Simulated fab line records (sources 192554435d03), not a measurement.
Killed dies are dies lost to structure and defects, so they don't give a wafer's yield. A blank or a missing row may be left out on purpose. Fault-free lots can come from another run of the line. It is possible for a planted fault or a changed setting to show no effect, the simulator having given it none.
fab line records	flow n5Finfet	part 2 of 2: steps 5 to 6 of 6
[record] lots = 23	wafers = 69	lastDay = 21
route steps=1938 shown SDB@369 HKMG_FIN@413 GATE_CUT@490
lots with no fault: from the same line, run without faults
startH: start of the lot's first displayed wafer, in hours after the record's first day	waitH: how many hours have passed since the lot's step before this one	" same as the row above	L1.1+2: several wafers, shown together as one row	- either no value or no given start	* or withheld: withheld	< > ~ a bound
route shown NAME@n: NAME is a module with steps in the file, n the number in the route of the first one	usual: average and standard deviation across the fault-free wafers	same: alike in all rows	chamber/n: place in a boat	sites: the reading at each site	_std_site: the values' standard deviation	_edge_site: outer sites' mean less inner sites'	radiusMm: for every site, how far away it sits from the centre of the wafer	mask NAME#n: copy n	behind: the most recent tool/chamber to have shaped the wafer	hold: cause of the lot's hold/its duration in hours/its outcome	device: which transistor (n, p or np) failed to switch	end of line: tests of these same wafers at the route's end	step lacking rows: just its recipe	killed: not the wafer's yield, but the dies lost to structure and defects at the first sort	map: the dies of a wafer, with x for killed, . for not killed, _ for no die there
set.NAME: the run value of the setting; set.NAME@STEP: its run value at that earlier step	model.NAME: the simulator's own value behind a step, which no gauge read
one table for each step of the route and one row for each wafer, over a sample of lots
services: the hour from which a tool's chamber was out of use, counted from the record's first day as startH (under 0 if before that day), plus the number of hours and why
[[steps]]
[step N5_GATE_CUT_DESCUM_18]
[recipe] chemistry = O2	timeS = 7	sourcePowerW = 50	biasPowerW = 20	pressureMtorr = 20	rfFrequencyHz = 2.712e+07	tempC = 40	resist = CAR-EUV	o2FlowSccm = 225
[usual] drypumpMotorCurrentA = 5.7/0.37	oesProductAu = 0.82/0.088	rfVppV = 243.4/1.4	showerheadPlenumPTorr = 2.11/0.073	throttleValvePct = 20.3/0.36
lot.wafer	tool	chamber	startH	waitH	drypumpMotorCurrentA	oesProductAu	rfHoursCounterH	rfVppV	showerheadPlenumPTorr	throttleValvePct
L074.3	rieDiel-03	3	84.44	0.0	5.2	0.96	9	244.7	2.20	20.0
L074.4	"	2	"	"	6.2	0.89	40	245.1	2.21	20.2
L074.6	"	0	"	"	6.2	0.83	-	242.3	2.14	20.2
L075.1	rieDiel-02	1	89.20	0.0	5.4	0.80	108	242.4	2.03	20.2
L075.3	"	3	"	"	5.9	0.77	148	245.7	2.21	20.6
L075.6	"	0	"	"	5.8	0.68	-	243.2	2.09	20.8
L076.1	rieDiel-02	1	95.34	0.0	5.4	0.80	109	241.8	2.03	20.2
L076.4	"	3	"	"	5.9	0.77	-	243.2	2.21	20.6
L076.6	"	1	"	"	5.4	0.81	-	239.8	2.03	20.2
L077.3	rieDiel-03	2	104.18	0.0	6.3	0.89	43	245.5	2.21	20.1
L077.5	"	0	"	"	6.1	0.83	-	243.5	2.14	20.2
L077.6	"	1	"	"	5.8	0.72	-	244.3	2.18	21.1
L078.2	rieDiel-03	2	112.30	0.0	6.2	0.89	45	244.1	2.21	20.2
L078.4	"	3	"	"	5.2	0.95	14	244.6	2.20	20.0
L078.6	"	0	"	"	6.1	0.83	-	242.9	2.13	20.2
L079.2	rieDiel-06	2	118.21	0.0	5.2	0.92	7	243.8	2.12	19.8
L079.3	"	1	"	"	5.5	0.69	211	244.4	2.15	20.5
L079.4	"	0	"	"	6.2	0.83	72	242.5	2.12	20.2
L080.2	rieDiel-06	0	127.80	0.0	6.2	0.83	73	242.3	2.12	20.2
L080.3	"	2	"	"	5.2	0.92	8	243.8	2.12	19.8
L080.5	"	3	"	"	5.4	0.94	-	242.3	2.02	20.0
L081.1	rieDiel-02	1	134.12	0.0	5.4	0.80	116	242.8	2.03	20.2
L081.2	"	0	"	"	5.7	0.67	227	242.6	2.08	20.8
L081.5	"	0	"	"	5.8	0.68	-	243.1	2.08	20.8
L082.2	rieDiel-03	2	136.45	0.0	6.2	0.88	49	245.1	2.21	20.2
L082.5	"	1	"	"	5.8	0.72	-	244.9	2.18	21.1
L082.6	"	2	"	"	6.2	0.88	-	245.2	2.21	20.2
L083.2	rieDiel-02	2	138.84	0.0	5.7	0.78	127	239.4	1.93	20.5
L083.3	"	3	"	"	5.9	0.76	158	243.9	2.20	20.6
L083.4	"	0	"	"	5.8	0.68	228	243.5	2.08	20.8
L084.2	rieDiel-06	2	144.61	0.0	5.2	0.92	10	245.0	2.12	19.8
L084.4	"	1	"	"	5.5	0.69	214	244.3	2.15	20.5
L084.5	"	2	"	"	5.2	0.91	-	244.2	2.12	19.8
L085.1	rieDiel-03	2	148.22	0.0	6.2	0.88	51	244.6	2.21	20.2
L085.2	"	0	"	"	6.1	0.82	105	243.6	2.13	20.2
L085.3	"	1	"	"	5.8	0.72	208	243.9	2.18	21.1
L086.3	rieDiel-06	3	154.90	0.0	5.4	0.93	21	241.0	2.02	20.1
L086.4	"	2	"	"	5.2	0.92	12	244.3	2.12	19.8
L086.5	"	0	"	"	6.2	0.82	-	242.6	2.12	20.2
L087.2	rieDiel-06	1	160.51	0.0	5.5	0.69	216	245.0	2.15	20.5
L087.3	"	2	"	"	5.2	0.92	13	243.4	2.12	19.8
L087.5	"	2	"	"	5.2	0.91	-	243.2	2.12	19.8
L088.3	rieDiel-03	0	165.54	0.0	6.1	0.82	109	243.0	2.13	20.3
L088.5	"	0	"	"	6.2	0.83	-	244.5	2.13	20.2
L088.6	"	3	"	"	5.2	0.91	-	245.1	2.20	20.0
L089.2	rieDiel-02	3	171.01	0.0	5.9	0.76	163	242.2	2.20	20.6
L089.4	"	0	"	"	5.8	0.67	234	242.7	2.08	20.8
L089.6	"	2	"	"	5.7	0.77	-	239.8	1.93	20.5
L090.2	rieDiel-06	0	177.44	0.0	6.2	0.82	81	243.9	2.12	20.2
L090.4	"	1	"	"	5.5	0.68	219	243.3	2.15	20.6
L090.5	"	2	"	"	5.2	0.90	-	242.3	2.12	19.8
L091.1	rieDiel-06	0	183.73	0.0	6.2	0.82	82	244.7	2.12	20.3
L091.2	"	2	"	"	5.2	0.90	18	243.2	2.12	19.8
L091.4	"	3	"	"	5.4	0.91	27	241.8	2.02	20.1
L093.1	rieDiel-06	0	196.76	0.0	6.2	0.81	86	241.9	2.12	20.2
L093.5	"	1	"	"	5.5	0.68	-	243.8	2.15	20.6
L093.6	"	2	"	"	5.2	0.89	-	245.0	2.12	19.8
L094.2	rieDiel-03	2	208.12	0.1	6.2	0.87	62	244.0	2.20	20.2
L094.3	"	3	"	"	5.1	0.90	34	244.6	2.19	20.0
L094.4	"	0	"	"	6.1	0.82	119	243.5	2.13	20.3
L095.2	rieDiel-06	0	210.27	0.0	6.2	0.81	89	243.1	2.11	20.2
L095.3	"	2	"	"	5.2	0.88	26	243.3	2.11	19.8
L095.5	"	3	"	"	5.4	0.90	-	244.5	2.01	20.1
L096.2	rieDiel-02	3	215.23	0.0	5.9	0.75	175	244.8	2.20	20.6
L096.3	"	0	"	"	5.8	0.68	245	241.1	2.08	20.8
L096.4	"	1	"	"	5.4	0.78	129	242.0	2.02	20.2
L097.1	rieDiel-06	2	221.87	0.0	5.2	0.88	30	244.0	2.11	19.8
L097.2	"	1	"	"	5.5	0.67	232	244.3	2.15	20.6
L097.4	"	3	"	"	5.4	0.90	37	242.3	2.01	20.1
[step N5_GATE_CUT_ETCH_36]
[recipe] chemistry = CF4	target = SiARC	targetDepthA = 130	maskMaterial = CAR-EUV	timeS = 21.7	ionEnergyEv = 80	pressureMtorr = 40	sourceW = 545	biasW = 36	Ar_flow_sccm = 100	cf4FlowSccm = 100	ends = cleared
[usual] drypumpMotorCurrentA = 5.7/0.37	etchRfOnTimeS = 21.4/0.75	mfcArSccm = 100.0/0.3	oesProductAu = 0.70/0.076	rfVppV = 184.3/1.2	showerheadPlenumPTorr = 2.16/0.066	throttleValvePct = 15.48/0.24
lot.wafer	tool	chamber	startH	waitH	drypumpMotorCurrentA	etchRfOnTimeS	mfcArSccm	oesProductAu	rfHoursCounterH	rfVppV	showerheadPlenumPTorr	throttleValvePct
L074.3	rieDiel-03	3	84.50	0.0	5.1	21.3	100.1	0.83	9	185.9	2.29	15.44
L074.4	"	2	"	"	6.3	21.3	100.1	0.77	40	184.5	2.25	15.28
L074.6	"	0	"	"	6.1	19.4	100.0	0.74	-	183.6	2.15	15.19
L075.1	rieDiel-02	1	89.25	0.0	5.4	21.3	99.8	0.69	108	181.9	2.09	15.45
L075.3	"	3	"	"	5.9	21.7	100.6	0.65	148	185.1	2.21	15.43
L075.6	"	0	"	"	5.8	22.3	100.2	0.58	-	183.9	2.13	15.88
L076.1	rieDiel-02	1	95.40	0.0	5.4	21.1	99.8	0.68	109	181.4	2.09	15.46
L076.4	"	3	"	"	5.9	21.5	100.2	0.66	-	185.0	2.20	15.44
L076.6	"	1	"	"	5.4	21.1	99.9	0.68	-	183.0	2.09	15.44
L077.3	rieDiel-03	2	104.23	0.0	6.2	21.0	99.9	0.77	43	186.5	2.25	15.30
L077.5	"	0	"	"	6.2	19.3	100.6	0.74	-	183.3	2.15	15.18
L077.6	"	1	"	"	5.8	20.9	99.9	0.62	-	185.0	2.19	15.99
L078.2	rieDiel-03	2	112.35	0.0	6.3	21.1	100.0	0.76	45	185.7	2.25	15.30
L078.4	"	3	"	"	5.1	21.2	100.1	0.82	14	185.7	2.28	15.45
L078.6	"	0	"	"	6.2	19.5	99.3	0.73	-	184.8	2.15	15.20
L079.2	rieDiel-06	2	118.26	0.0	5.2	21.8	100.2	0.81	7	184.2	2.20	15.19
L079.3	"	1	"	"	5.5	21.8	100.3	0.60	211	185.0	2.18	15.59
L079.4	"	0	"	"	6.2	21.6	100.4	0.69	72	184.7	2.15	15.32
L080.2	rieDiel-06	0	127.86	0.0	6.2	21.3	100.4	0.70	73	182.9	2.15	15.34
L080.3	"	2	"	"	5.2	21.8	100.1	0.80	8	185.1	2.20	15.19
L080.5	"	3	"	"	5.4	22.1	99.5	0.78	-	183.3	2.10	15.49
L081.1	rieDiel-02	1	134.18	0.0	5.4	21.2	99.9	0.68	116	182.2	2.09	15.46
L081.2	"	0	"	"	5.8	21.9	99.6	0.58	227	183.3	2.13	15.91
L081.5	"	0	"	"	5.8	22.1	99.6	0.57	-	183.8	2.13	15.91
L082.2	rieDiel-03	2	136.51	0.0	6.2	20.9	99.6	0.77	49	185.5	2.24	15.30
L082.5	"	1	"	"	5.8	21.0	99.8	0.62	-	185.6	2.19	16.03
L082.6	"	2	"	"	6.3	20.8	100.3	0.77	-	183.9	2.24	15.30
L083.2	rieDiel-02	2	138.89	0.0	5.7	21.6	99.9	0.67	127	181.3	1.98	15.56
L083.3	"	3	"	"	5.9	22.0	99.8	0.64	158	185.1	2.20	15.45
L083.4	"	0	"	"	5.8	22.4	100.3	0.57	228	185.2	2.13	15.91
L084.2	rieDiel-06	2	144.66	0.0	5.2	21.7	100.5	0.79	10	185.3	2.20	15.20
L084.4	"	1	"	"	5.5	21.8	99.8	0.59	214	186.4	2.18	15.60
L084.5	"	2	"	"	5.2	21.7	100.0	0.79	-	184.8	2.20	15.20
L085.1	rieDiel-03	2	148.27	0.0	6.2	20.7	100.6	0.77	51	185.0	2.24	15.31
L085.2	"	0	"	"	6.1	19.6	100.1	0.73	105	183.7	2.14	15.20
L085.3	"	1	"	"	5.8	20.9	99.8	0.62	208	184.4	2.19	16.00
L086.3	rieDiel-06	3	154.96	0.0	5.4	21.4	99.8	0.78	21	183.2	2.10	15.50
L086.4	"	2	"	"	5.2	21.4	100.1	0.79	12	183.2	2.20	15.20
L086.5	"	0	"	"	6.2	21.1	100.0	0.70	-	183.4	2.15	15.32
L087.2	rieDiel-06	1	160.57	0.0	5.5	22.1	100.0	0.59	216	185.5	2.18	15.61
L087.3	"	2	"	"	5.2	21.8	99.8	0.78	13	184.9	2.20	15.20
L087.5	"	2	"	"	5.2	21.9	100.0	0.78	-	183.9	2.20	15.19
L088.3	rieDiel-03	0	165.59	0.0	6.1	19.3	100.1	0.74	109	184.9	2.14	15.21
L088.5	"	0	"	"	6.1	19.3	100.4	0.73	-	185.3	2.14	15.21
L088.6	"	3	"	"	5.2	21.0	100.2	0.80	-	185.2	2.28	15.45
L089.2	rieDiel-02	3	171.07	0.0	5.9	21.9	99.8	0.63	163	185.5	2.20	15.47
L089.4	"	0	"	"	5.7	22.2	100.3	0.57	234	183.4	2.12	15.92
L089.6	"	2	"	"	5.6	21.6	99.8	0.66	-	182.4	1.98	15.56
L090.2	rieDiel-06	0	177.50	0.0	6.2	21.7	99.6	0.69	81	184.0	2.15	15.35
L090.4	"	1	"	"	5.5	21.9	100.0	0.59	219	184.9	2.17	15.62
L090.5	"	2	"	"	5.2	21.7	100.3	0.78	-	184.9	2.20	15.20
L091.1	rieDiel-06	0	183.78	0.0	6.2	21.2	100.0	0.69	82	183.1	2.15	15.36
L091.2	"	2	"	"	5.2	21.6	100.2	0.77	18	185.9	2.20	15.21
L091.4	"	3	"	"	5.4	22.0	99.8	0.77	27	183.4	2.10	15.50
L093.1	rieDiel-06	0	196.81	0.0	6.2	21.8	99.9	0.68	86	182.9	2.15	15.34
L093.5	"	1	"	"	5.5	22.5	99.6	0.58	-	183.6	2.17	15.62
L093.6	"	2	"	"	5.2	21.5	99.6	0.77	-	185.8	2.20	15.23
L094.2	rieDiel-03	2	208.17	0.0	6.3	20.8	100.3	0.75	62	185.7	2.24	15.33
L094.3	"	3	"	"	5.2	21.1	100.3	0.78	34	186.4	2.28	15.49
L094.4	"	0	"	"	6.2	19.0	99.9	0.72	119	184.9	2.14	15.21
L095.2	rieDiel-06	0	210.32	0.0	6.2	21.5	99.7	0.67	89	184.5	2.15	15.38
L095.3	"	2	"	"	5.2	21.6	100.0	0.76	26	183.5	2.20	15.23
L095.5	"	3	"	"	5.4	22.1	100.4	0.74	-	185.3	2.10	15.52
L096.2	rieDiel-02	3	215.28	0.0	5.9	21.9	99.4	0.63	175	184.1	2.20	15.50
L096.3	"	0	"	"	5.8	22.3	100.3	0.56	245	183.8	2.12	15.94
L096.4	"	1	"	"	5.4	21.5	100.2	0.66	129	182.3	2.08	15.50
L097.1	rieDiel-06	2	221.93	0.0	5.2	21.7	100.2	0.75	30	185.5	2.19	15.23
L097.2	"	1	"	"	5.5	22.1	100.1	0.57	232	185.6	2.17	15.62
L097.4	"	3	"	"	5.4	21.8	100.1	0.74	37	185.2	2.10	15.54
[[services]]
tool	chamber	startH	hours	kind
aldMetal-02	-	45.55	2.0	repair
cmp-01	-	49.19	0.6	repair
thermalCvdSi-02	1	50.16	9.6	repair
rieDiel-02	0	58.65	9.9	repair
cmp-01	-	63.05	0.8	repair
thermalCvdSi-02	-	68.17	6.0	pm
cmp-03	-	70.51	3.6	repair
cmp-01	-	85.63	4.0	pm
cmp-01	-	97.63	2.3	repair
aldMetal-04	2	101.05	28.4	repair
aldMetal-02	2	104.99	4.0	repair
rieDiel-06	-	105.21	0.6	repair
aldMetal-04	1	113.95	2.2	repair
aldMetal-02	3	120.42	5.9	repair
cmp-04	-	122.74	6.0	pm
rieDiel-02	1	124.87	2.3	repair
cmp-04	-	168.36	0.7	repair
thermalCvdSi-02	2	171.46	4.5	repair
rieSi-02	1	175.65	15.7	repair
cmp-04	-	177.61	0.6	repair
aldMetal-02	3	199.23	4.6	repair
rieDiel-02	1	203.70	9.6	repair
rieDiel-02	0	216.37	5.1	repair
cmp-04	-	221.71	4.0	pm
